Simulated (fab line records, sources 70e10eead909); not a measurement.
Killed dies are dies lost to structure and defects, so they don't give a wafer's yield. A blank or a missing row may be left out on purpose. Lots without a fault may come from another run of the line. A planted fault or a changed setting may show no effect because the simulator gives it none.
fab line records | flow nand_harc
record lots=7 wafers=21 last_day=33
route steps=1302 shown A_BONDPAD@1207
lots that met no fault: from a run of the same line without faults
start_h: hours from the record's first day to the start of the lot's first wafer shown | wait_h: hours since the lot's step before | " the same as in the row above | L1.1+2: a row that stands for several wafers | - no value, or no start given | * or withheld: withheld | < > ~ a bound
route shown NAME@n: a module of which the file shows steps, and the number in the route of the first | usual: mean/standard deviation of fault-free wafers | same: alike in all rows | chamber/n: place in a boat | sites: the reading at each site | _std_site: their standard deviation | _edge_site: outer sites' mean less inner sites' | radius_mm: how far each site lies from the wafer's centre | mask NAME#n: copy n | behind: the tool/chamber that last shaped the wafer | hold: why the lot was held/for how many hours/how that ended | device: the transistor (n, p or np) that didn't switch | end of line: the same wafers' tests at the end of the route | a step without rows: its recipe alone | killed: dies lost to structure and defects at the first sort, not the wafer's yield | map: a wafer's dies, x killed, . not, _ none there
set.NAME: the setting as run; set.NAME@STEP: as run at that earlier step | model.NAME: the simulator's own value behind a step, which no gauge read
lots at some steps of the route; a table a step, a row a wafer
services: from which hour (start_h, from the record's first day; less than 0 if before it) a tool's chamber was out of use, for how many hours, and why
## steps
# step NHARC_A_BONDPAD_HMDS_02
# recipe time_s=30
# step NHARC_A_BONDPAD_COAT_33
# recipe temp_c=200 time_s=65
# step NHARC_A_BONDPAD_COAT_03
# recipe spin_rpm=2000 resist_thk_nm=600
# step NHARC_A_BONDPAD_SOFTBAKE_04
# recipe temp_c=125 time_s=70
# step NHARC_A_BONDPAD_EBR_05
# step NHARC_A_BONDPAD_EXPOSE_06
# recipe na=0.55 dose_mj=36.99 mask_id=A_BPAD
# step NHARC_A_BONDPAD_PEB_07
# recipe peb_temp_c=128 peb_time_s=80
# step NHARC_A_BONDPAD_DEVELOP_08
# recipe time_s=50 dev_temp_c=22
# step NHARC_A_BONDPAD_CD_MEAS_09
# recipe target_cd_nm=500 landing_energy_ev=500
# usual cd_nm=499.8/1.5
# columns lot.wafer tool chamber start_h wait_h cd_nm
L471.2 cd_sem-03 0 555.46 - 499.0
L471.3 " 0 " " 497.2
L471.5 " 0 " " 500.5
L479.1 cd_sem-01 0 640.21 - 497.0
L479.4 " 0 " " 500.8
L479.6 " 0 " " 500.4
L480.3 cd_sem-01 0 646.34 - 499.2
L480.5 " 0 " " 500.1
L480.6 " 0 " " 499.6
L483.2 cd_sem-02 0 665.57 - 502.3
L483.4 " 0 " " 498.0
L483.6 " 0 " " 499.1
L488.1 cd_sem-01 0 713.61 - 501.1
L488.3 " 0 " " 497.9
L488.4 " 0 " " 498.8
L491.3 cd_sem-01 0 760.19 - 502.1
L491.4 " 0 " " 500.0
L491.6 " 0 " " 498.4
L492.4 cd_sem-01 0 762.36 - 499.7
L492.5 " 0 " " 499.0
L492.6 " 0 " " 499.5
# step NHARC_A_BONDPAD_OVL_MEAS_35
# usual overlay_x_nm=2/5.6 overlay_y_nm=1/5.8
# columns lot.wafer tool chamber start_h wait_h overlay_x_nm overlay_y_nm
L471.2 overlay-02 - 555.54 - 8 -15
L471.3 " - " " 9 -14
L471.5 " - " " 9 -14
L479.1 overlay-02 - 640.30 - 11 9
L479.4 " - " " 10 9
L479.6 " - " " 11 8
L480.3 overlay-01 - 646.42 - 5 2
L480.5 " - " " 5 2
L480.6 " - " " 5 2
L483.2 overlay-02 - 665.66 - 6 -2
L483.4 " - " " 6 -1
L483.6 " - " " 5 -2
L488.1 overlay-02 - 713.70 - 12 12
L488.3 " - " " 12 12
L488.4 " - " " 12 12
L491.3 overlay-02 - 760.28 - -6 -3
L491.4 " - " " -6 -2
L491.6 " - " " -6 -2
L492.4 overlay-02 - 762.44 - 10 -1
L492.5 " - " " 10 -1
L492.6 " - " " 10 -1
# step NHARC_A_BONDPAD_HARDBAKE_10
# recipe temp_c=118 time_s=65
# step NHARC_A_BONDPAD_DESCUM_11
# recipe time_s=3 o2_flow_sccm=200 ar_flow_sccm=0 bias_power_w=0 chemistry=O2
# usual drypump_motor_current_A=5.6/0.51 oes_product_au=1.004/0.0083 rf_vpp_V=57.8/0.81 showerhead_plenum_p_Torr=1.95/0.07 throttle_valve_pct=11.310/0.0094
# same bias_power_w=0
# columns lot.wafer tool chamber start_h wait_h drypump_motor_current_A oes_product_au rf_hours_counter_h rf_vpp_V showerhead_plenum_p_Torr throttle_valve_pct
L471.2 rie_diel-12 3 555.67 - 5.3 0.993 14 59.0 2.02 11.320
L471.3 " 0 " " 5.1 1.004 15 57.5 1.88 11.314
L471.5 " 0 " " 5.1 0.991 - 57.5 1.88 11.314
L479.4 rie_diel-12 1 640.44 - 5.0 0.991 2 56.5 2.01 11.307
L479.1 " 2 " " 6.2 1.002 1 59.3 2.07 11.314
L479.6 " 3 " " 5.3 0.994 - 56.7 2.02 11.301
L480.3 rie_diel-03 1 646.56 - 5.9 1.011 0 57.6 1.92 11.310
L480.5 " 3 " " 5.3 1.010 - 56.4 2.05 11.311
L480.6 " 1 " " 5.9 1.006 - 57.6 1.92 11.319
L483.4 rie_diel-03 0 665.78 - 6.3 1.002 0 58.9 1.88 11.309
L483.2 " 2 " " 5.0 0.992 0 57.4 1.90 11.308
L483.6 " 0 " " 6.3 1.011 - 57.5 1.88 11.305
L488.4 rie_diel-03 0 713.82 - 6.3 1.005 2 57.2 1.88 11.319
L488.3 " 1 " " 5.9 1.007 2 58.4 1.92 11.321
L488.1 " 3 " " 5.3 0.999 2 58.0 2.05 11.323
L491.4 rie_diel-03 0 760.40 - 6.3 0.994 4 57.5 1.88 11.324
L491.3 " 3 " " 5.3 1.000 4 58.3 2.05 11.310
L491.6 " 0 " " 6.3 1.000 - 57.9 1.88 11.294
L492.4 rie_diel-12 1 762.57 - 5.0 0.999 18 57.7 2.01 11.313
L492.5 " 0 " " 5.2 1.003 - 57.2 1.87 11.335
L492.6 " 1 " " 5.0 0.994 - 61.0 2.01 11.307
# step NHARC_A_BONDPAD_ETCH_34
# recipe target_depth_a=600 overetch_a=180 time_s=65.91 ion_energy_ev=200 n2_flow_sccm=150 h2_flow_sccm=150 ar_flow_sccm=0 rf_w=400 bias_w=150 chemistry=N2/H2
# usual bias_w=150.0/0.39 chamber_pressure_mTorr=29.999/0.026 drypump_motor_current_A=5.6/0.51 oes_product_au=1.004/0.0089 rf_vpp_V=431.7/2.3 showerhead_plenum_p_Torr=2.09/0.078 throttle_valve_pct=14.172/0.0078
# columns lot.wafer tool chamber start_h wait_h bias_w chamber_pressure_mTorr drypump_motor_current_A oes_product_au rf_hours_counter_h rf_vpp_V showerhead_plenum_p_Torr throttle_valve_pct
L471.2 rie_diel-12 3 555.76 0.1 149.9 29.970 5.4 0.997 14 433.3 2.16 14.178
L471.3 " 1 " " 150.6 30.007 5.0 1.018 11 433.3 2.15 14.175
L471.5 " 3 " " 150.1 29.999 5.3 1.001 - 433.5 2.16 14.170
L479.1 rie_diel-12 2 640.51 0.1 - - - - - - - -
L479.4 " 0 " " - - - - - - - -
L479.6 " 2 " " - - - - - - - -
L480.3 rie_diel-03 2 646.67 0.1 - - - - - - - -
L480.5 " 3 " " - - - - - - - -
L480.6 " 0 " " - - - - - - - -
L483.4 rie_diel-03 1 665.86 0.1 - - - - - - - -
L483.2 " 2 " " - - - - - - - -
L483.6 " 1 " " - - - - - - - -
L488.4 rie_diel-03 2 713.91 0.1 149.7 30.013 5.0 1.001 2 430.1 2.03 14.182
L488.1 " 3 " " 150.2 30.005 5.3 1.005 2 434.9 2.19 14.176
L488.3 " 1 " " 150.5 29.955 5.9 1.004 2 430.1 2.04 14.175
L491.3 rie_diel-03 2 760.49 0.1 150.6 29.998 5.0 1.001 4 429.1 2.03 14.175
L491.4 " 0 " " 150.5 29.972 6.3 1.006 4 428.8 2.01 14.167
L491.6 " 2 " " 149.6 29.934 5.0 1.006 - 428.8 2.03 14.169
L492.4 rie_diel-12 3 762.65 0.1 149.8 30.011 5.3 0.990 20 432.9 2.14 14.180
L492.6 " 3 " " 150.4 30.009 5.3 1.003 - 434.6 2.14 14.170
L492.5 " 0 " " 149.7 29.968 5.1 0.995 - 429.4 1.99 14.174
# step NHARC_A_BONDPAD_ETCH_12
# recipe target_depth_a=2200 time_s=110 chf3_flow_sccm=50 o2_flow_sccm=10 ar_flow_sccm=200 rf_w=500 bias_w=200 chemistry=CHF3/O2
# usual bias_w=200.0/0.6 chamber_pressure_mTorr=25.001/0.023 drypump_motor_current_A=5.5/0.51 oes_product_au=0.956/0.023 rf_vpp_V=371.7/2 showerhead_plenum_p_Torr=2.45/0.084 throttle_valve_pct=20.573/0.0091
# columns lot.wafer tool chamber start_h wait_h bias_w chamber_pressure_mTorr drypump_motor_current_A oes_product_au rf_hours_counter_h rf_vpp_V showerhead_plenum_p_Torr throttle_valve_pct
L471.2 rie_diel-12 1 - - 200.1 24.975 5.0 0.934 11 373.5 2.53 20.569
L471.3 " 3 " " 200.8 24.988 5.4 0.923 14 373.8 2.53 20.572
L471.5 " 1 " " 200.2 24.990 5.0 0.943 - 373.9 2.53 20.601
L479.4 rie_diel-12 0 640.61 0.1 200.5 24.989 5.1 0.976 2 370.2 2.36 20.555
L479.1 " 1 " " 200.3 24.959 5.0 0.974 2 372.9 2.52 20.575
L479.6 " 0 " " 200.2 24.986 5.1 0.963 - 369.8 2.36 20.572
L480.3 rie_diel-03 2 646.74 0.1 200.7 24.994 5.0 0.961 0 370.7 2.39 20.582
L480.6 " 2 " " 199.4 24.986 5.0 0.957 - 370.4 2.39 20.571
L480.5 " 3 " " 200.6 24.966 5.3 0.969 - 374.2 2.56 20.575
L483.2 rie_diel-03 1 665.96 0.1 200.1 24.958 5.9 0.971 0 369.8 2.41 20.558
L483.4 " 0 " " 199.6 24.989 6.3 0.966 0 370.2 2.37 20.562
L483.6 " 1 " " 200.0 25.007 5.9 0.967 - 370.0 2.41 20.578
L488.3 rie_diel-03 0 - - 200.6 24.964 6.3 0.919 2 370.0 2.36 20.569
L488.4 " 1 " " 200.7 24.996 5.9 0.937 2 370.1 2.41 20.558
L488.1 " 2 " " 200.5 25.025 4.9 0.924 2 368.6 2.39 20.582
L491.3 rie_diel-03 1 - - 199.6 25.008 6.0 0.969 4 371.2 2.41 20.567
L491.4 " 3 " " 199.4 25.023 5.3 0.980 4 375.0 2.56 20.572
L491.6 " 0 " " 199.2 24.973 6.3 0.965 - 370.1 2.36 20.574
L492.4 rie_diel-12 0 - - 200.3 24.964 5.1 0.913 21 371.4 2.35 20.573
L492.6 " 0 " " 199.2 24.994 5.2 0.924 - 369.8 2.35 20.579
L492.5 " 1 " " 198.6 25.025 5.0 0.914 - 374.0 2.51 20.567
## services
# columns tool chamber start_h hours kind
rie_diel-03 0 540.85 - clean
rie_diel-03 1 540.85 - clean
rie_diel-03 2 540.85 - clean
rie_diel-03 3 540.85 - clean
rie_diel-03 0 565.35 - clean
rie_diel-03 1 565.35 - clean
rie_diel-03 2 565.35 - clean
rie_diel-03 3 565.35 - clean
rie_diel-03 3 573.51 12.1 repair
rie_diel-03 0 589.85 - clean
rie_diel-03 1 589.85 - clean
rie_diel-03 2 589.85 - clean
rie_diel-03 3 589.85 - clean
rie_diel-12 - 609.04 0.7 repair
rie_diel-03 0 614.35 - clean
rie_diel-03 1 614.35 - clean
rie_diel-03 2 614.35 - clean
rie_diel-03 3 614.35 - clean
rie_diel-12 - 622.57 9.0 pm
rie_diel-03 - 635.32 9.0 pm
rie_diel-03 0 635.32 11.2 vent_cycle
rie_diel-03 1 635.32 9.0 vent_cycle
rie_diel-12 1 737.79 11.7 repair
rie_diel-03 0 755.66 4.4 repair
## key
first_sign step=NHARC_A_BONDPAD_ETCH_34 reading=tool_record direction=missing
effect none on later readings
met_at NHARC_A_BONDPAD_ETCH_34
struck_wafers L479.1,L479.4,L479.6,L480.3,L480.5,L480.6,L483.2,L483.4,L483.6
later_rows_left_out L479.1,L479.4,L479.6,L480.3,L480.5,L480.6,L483.2,L483.4,L483.6
sort_left_out L479.1,L479.4,L479.6,L480.3,L480.5,L480.6,L483.2,L483.4,L483.6
onset_between 555.76 640.51
fault kind=skipped_step_whole tool=rie_diel-03,rie_diel-12 chamber=- onset_h=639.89 steps=NHARC_A_BONDPAD_ETCH_34 scope=struck_lots_only
# sort_left_out: the simulated sort isn't trusted on such a fault, so these wafers' sort isn't shown, and their yield isn't known
# later_rows_left_out: the simulator's readings of these wafers behind a module that went badly wrong aren't trusted and aren't shown, but for the sort
